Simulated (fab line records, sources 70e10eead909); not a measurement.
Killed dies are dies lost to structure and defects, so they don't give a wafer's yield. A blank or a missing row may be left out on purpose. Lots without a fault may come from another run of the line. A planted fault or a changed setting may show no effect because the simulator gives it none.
Which tool did it? | flow nand_harc | 12 lots, 36 wafers sampled, at 6 steps of a route of 1159

WHAT THE GAUGES READ, wafer by wafer
NHARC_A_M0_INSPECT_27. Usual: raw_defect_count 461, standard deviation 140.
lot  | measured     | on                | raw_defect_count | flag
L213 | day 17 18:49 | defect_inspect-01 | 434 331 463      |
L215 | day 18 01:07 | defect_inspect-01 | 276 359 413      |
L218 | day 19 06:55 | defect_inspect-01 | 333 431 706      |
L221 | day 19 12:01 | defect_inspect-02 | 471 808 386      |
L219 | day 19 16:37 | defect_inspect-01 | 313 415 317      |
L226 | day 21 05:18 | defect_inspect-01 | 349 363 433      |
L230 | day 22 00:05 | defect_inspect-02 | 840 476 789      |
L231 | day 22 03:49 | defect_inspect-02 | 446 301 430      |
L232 | day 22 04:07 | defect_inspect-01 | 451 1151 664     |
L235 | day 22 13:56 | defect_inspect-01 | 300 410 361      |
L234 | day 23 01:21 | defect_inspect-02 | 411 453 510      |
L233 | day 23 12:35 | defect_inspect-01 | 570 556 568      |

NHARC_A_M1_OVL_MEAS_10: pitch 240 nm. Usual: overlay_x_nm -0.1 nm, standard deviation 0.82; overlay_y_nm 0.1 nm, standard deviation 0.75.
lot  | measured     | on         | overlay_x_nm (nm) | overlay_y_nm (nm) | flag
L213 | day 17 20:49 | overlay-01 | -0.4 -0.3 -0.7    | -1.3 -0.4 -1.1    |
L215 | day 18 02:35 | overlay-02 | -0.9 -0.1 -0.7    | -0.2 0.0 0.6      |
L218 | day 19 08:16 | overlay-02 | 0.5 0.4 0.6       | -0.3 -1.0 -0.4    |
L221 | day 19 13:28 | overlay-01 | -1.0 -0.2 -0.5    | 0.0 0.1 0.3       |
L219 | day 19 18:08 | overlay-01 | -0.7 -0.9 -0.9    | -0.9 -0.7 -0.4    |
L226 | day 21 06:38 | overlay-01 | 0.1 0.7 0.9       | 1.0 1.1 0.6       |
L230 | day 22 01:33 | overlay-02 | -0.2 0.0 -0.2     | 0.2 0.8 0.7       |
L231 | day 22 05:19 | overlay-01 | -0.9 -1.3 -1.2    | 0.4 0.9 0.5       |
L232 | day 22 05:36 | overlay-01 | 0.3 0.1 0.2       | 0.4 0.8 0.6       |
L235 | day 22 15:35 | overlay-02 | -1.5 -1.7 -1.9    | 0.4 0.2 0.1       |
L234 | day 23 02:43 | overlay-01 | -0.1 0.5 -0.1     | -0.3 -0.2 0.1     |
L233 | day 23 13:57 | overlay-01 | -0.8 -0.1 -0.2    | 1.2 0.9 1.0       |

NHARC_A_M1_INSPECT_27. Usual: raw_defect_count 437, standard deviation 130.
lot  | measured     | on                | raw_defect_count              | flag
L213 | day 17 23:31 | defect_inspect-01 | 619 762 726                   |
L215 | day 18 05:20 | defect_inspect-02 | 362 401 373                   |
L218 | day 19 10:58 | defect_inspect-01 | 1671 1738 1614 1645 1731 1615 | OFF
L221 | day 19 16:11 | defect_inspect-01 | 1845 2197 1781 1872 2166 1807 | OFF
L219 | day 19 21:17 | defect_inspect-01 | 461 287 411                   |
L226 | day 21 09:18 | defect_inspect-01 | 568 459 620                   |
L230 | day 22 04:26 | defect_inspect-02 | 557 559 362                   |
L231 | day 22 08:01 | defect_inspect-01 | 463 422 458                   |
L232 | day 22 08:20 | defect_inspect-01 | 476 513 446                   |
L235 | day 22 18:17 | defect_inspect-01 | 481 393 365                   |
L234 | day 23 05:24 | defect_inspect-01 | 302 226 291                   |
L233 | day 23 16:38 | defect_inspect-01 | 468 406 379                   |

NHARC_END_SORT_01. Usual: defect_limited_yield 95.2 %, standard deviation 1.6; killed_at_array 28, standard deviation 11; killed_at_other 0.8, standard deviation 1.3; killed_at_periphery 3.6, standard deviation 2.5; killed_dies 32, standard deviation 11; killed_open 3.0, standard deviation 1.8; killed_short 2.0, standard deviation 1.5; sort_bin_2_pct 1.5 %, standard deviation 0.66; sort_bin_3_pct 0.25 %, standard deviation 0.23; sort_bin_4_pct 3.0 %, standard deviation 1.1; sort_n_pass 645, standard deviation 11; sort_rim_yield_pct 96.0 %, standard deviation 2.9; sort_yield_pct 95.2 %, standard deviation 1.6.
lot  | measured     | on        | defect_limited_yield (%) | killed_at_array | killed_at_other | killed_at_periphery | killed_dies | killed_open | killed_short | sort_bin_2_pct (%) | sort_bin_3_pct (%) | sort_bin_4_pct (%) | sort_n_pass | sort_rim_yield_pct (%) | sort_yield_pct (%) | flag
L215 | day 21 06:43 | prober-02 | 97.2 97.0 97.8           | 15 15 11        | 0 0 0           | 4 5 4               | 19 20 15    | 2 4 2       | 2 1 1        | 1.5 0.7 0          | 0.15 0.30 0.15     | 1.2 1.9 2.1        | 658 657 662 | 97.2 99.1 98.1         | 97.2 97.0 97.8     |
L218 | day 21 06:43 | prober-01 | 14.5 16.1 16.8           | 576 566 563     | 2 1 0           | 1 1 0               | 579 568 563 | 1 2 1       | 1 2 0        | 40.8 37.7 36.5     | 8.27 8.12 7.98     | 36.5 38.1 38.7     | 98 109 114  | 14.2 14.2 25.5         | 14.5 16.1 16.8     | OFF
L221 | day 21 22:17 | prober-02 | 17.0 16.1 16.7           | 559 566 559     | 1 0 0           | 2 2 5               | 562 568 564 | 3 2 3       | 0 0 2        | 33.5 35.7 36.3     | 9.75 7.83 8.12     | 39.7 40.3 38.8     | 115 109 113 | 10.4 14.2 15.1         | 17.0 16.1 16.7     | OFF
L226 | day 22 21:02 | prober-02 | 97.2 94.8 96.3           | 15 32 22        | 0 0 1           | 4 3 2               | 19 35 25    | 2 5 3       | 1 5 1        | 0.3 2.4 1.6        | 0.15 0.30 0.15     | 2.4 2.5 1.9        | 658 642 652 | 92.5 97.2 92.5         | 97.2 94.8 96.3     |
L230 | day 23 12:02 | prober-02 | 94.5 95.3 97.2           | 25 20 7         | 4 1 4           | 8 11 8              | 37 32 19    | 9 2 2       | 1 0 2        | 2.7 1.0 1.0        | 0.15 0.30 0.30     | 2.7 3.4 1.5        | 640 645 658 | 95.3 96.2 99.1         | 94.5 95.3 97.2     |
L231 | day 23 19:44 | prober-02 | 92.0 92.8 92.0           | 46 38 44        | 2 4 4           | 6 7 6               | 54 49 54    | 4 2 5       | 5 4 1        | 2.7 1.8 2.8        | 0.30 0.59 0.44     | 5.0 4.9 4.7        | 623 628 623 | 91.5 90.6 91.5         | 92.0 92.8 92.0     |
L232 | day 23 19:52 | prober-01 | 93.2 94.8 94.2           | 41 33 36        | 2 1 2           | 3 1 1               | 46 35 39    | 2 1 0       | 2 2 2        | 1.9 1.9 2.1        | 0.89 0 0.30        | 4.0 3.2 3.4        | 631 642 638 | 96.2 98.1 96.2         | 93.2 94.8 94.2     |

WHICH TOOL RAN EACH LOT (tool, then ch and the chambers of the sampled wafers, then the start)
lot  | NHARC_A_M0_PRE_CLEAN_31         | NHARC_A_M1_CMP_23
L213 | pecvd-03 ch 0,1,2, day 17 18:53 | cmp-04 ch 0,1,3, day 17 23:02
L215 | pecvd-02 ch 0,1, day 18 01:11   | cmp-03 ch 1,3, day 18 04:47
L218 | pecvd-01 ch 0,1, day 19 06:59   | cmp-03 ch 2,3, day 19 10:31
L221 | pecvd-01 ch 1,2, day 19 12:07   | cmp-03 ch 0,2,3, day 19 15:43
L219 | pecvd-02 ch 0,1, day 19 16:52   | cmp-04 ch 1,3, day 19 20:50
L226 | pecvd-02 ch 1,2, day 21 05:23   | cmp-04 ch 0,2,3, day 21 08:55
L230 | pecvd-03 ch 0,1,2, day 22 00:16 | cmp-03 ch 1,2,3, day 22 03:58
L231 | pecvd-03 ch 0,1,2, day 22 03:53 | cmp-02 ch 1,2,3, day 22 07:32
L232 | pecvd-02 ch 0,1,2, day 22 04:11 | cmp-03 ch 0,2,3, day 22 07:52
L235 | pecvd-01 ch 0,2, day 22 14:01   | cmp-03 ch 0,1,3, day 22 17:49
L234 | pecvd-03 ch 0,1,2, day 23 01:26 | cmp-03 ch 0,1, day 23 04:56
L233 | pecvd-01 ch 0,1,2, day 23 12:40 | cmp-03 ch 1,2, day 23 16:10
- NHARC_A_M0_PRE_CLEAN_31: time 12 s.
- NHARC_A_M1_CMP_23: polishes, t overpolish 20 s, target thk 154.34 nm.

WHAT THE TOOLS THEMSELVES READ (means of the sampled wafers that have a number; where no wafer has one, the mark that the record gives instead)
NHARC_A_M0_PRE_CLEAN_31. Usual: heater_power_w 618 W, standard deviation 110; susceptor_temp_C 370.02 C, standard deviation 0.22.
lot  | tool     | heater_power_w (W) | susceptor_temp_C (C) | flag
L213 | pecvd-03 | 648                | 369.99               |
L215 | pecvd-02 | 510                | 370.04               |
L218 | pecvd-01 | 542                | 370.03               |
L221 | pecvd-01 | 692                | 370.28               |
L219 | pecvd-02 | 500                | 369.90               |
L226 | pecvd-02 | 603                | 370.13               |
L230 | pecvd-03 | 657                | 370.17               |
L231 | pecvd-03 | 663                | 370.22               |
L232 | pecvd-02 | 534                | 369.93               |
L235 | pecvd-01 | 581                | 369.91               |
L234 | pecvd-03 | 638                | 369.98               |
L233 | pecvd-01 | 629                | 369.95               |

NHARC_A_M1_CMP_23. Usual: motor_current_A 11.9 A, standard deviation 1; slurry_filter_dp_kPa 13.50 kPa, standard deviation 0.13; time_to_endpoint_s 27.6 s, standard deviation 2.1.
lot  | tool   | motor_current_A (A) | slurry_filter_dp_kPa (kPa) | time_to_endpoint_s (s) | flag
L213 | cmp-04 | 10.9                | 13.53                      | 24.7                   |
L215 | cmp-03 | 12.0                | 13.54                      | 28.4                   |
L218 | cmp-03 | 12.7                | 13.54                      | 31.2                   |
L221 | cmp-03 | 11.9                | 13.45                      | 28.8                   |
L219 | cmp-04 | 10.5                | 13.37                      | 29.0                   |
L226 | cmp-04 | 11.8                | 13.44                      | 29.1                   |
L230 | cmp-03 | 12.6                | 13.49                      | 29.9                   |
L231 | cmp-02 | 12.5                | 13.62                      | 26.8                   |
L232 | cmp-03 | 11.8                | 13.54                      | 25.6                   |
L235 | cmp-03 | 12.1                | 13.33                      | 28.4                   |
L234 | cmp-03 | 11.3                | 13.38                      | 26.5                   |
L233 | cmp-03 | 13.0                | 13.55                      | 25.9                   |

THE ANSWER, worked out from the rows above alone
Rule: a lot is off if the mean of its wafers that have a number lies more than 3 standard deviations from the usual mean. A lot without any number at a reading at which 4 lots or more have one is off too. The other lots that the step has rows for count as sound. The gauges are gone through in route order, then the tools' own readings, and for those a lot's mean is taken as printed above. The first step at which some lot is off is used, and at that step the reading that is off furthest; a lot without a number counts as furthest.
Off: L218, L221, at NHARC_A_M1_INSPECT_27 (raw_defect_count).
A tool fits if, at a process step before that reading, it ran every lot that is off, and no sound lot after the first of them. The gauges at NHARC_A_M1_INSPECT_27 aren't tried: what is off there is off at NHARC_END_SORT_01 too, on other tools, and a gauge's error can't cause that. None of those tried fits.

WHAT THE SIMULATOR HAD PUT IN
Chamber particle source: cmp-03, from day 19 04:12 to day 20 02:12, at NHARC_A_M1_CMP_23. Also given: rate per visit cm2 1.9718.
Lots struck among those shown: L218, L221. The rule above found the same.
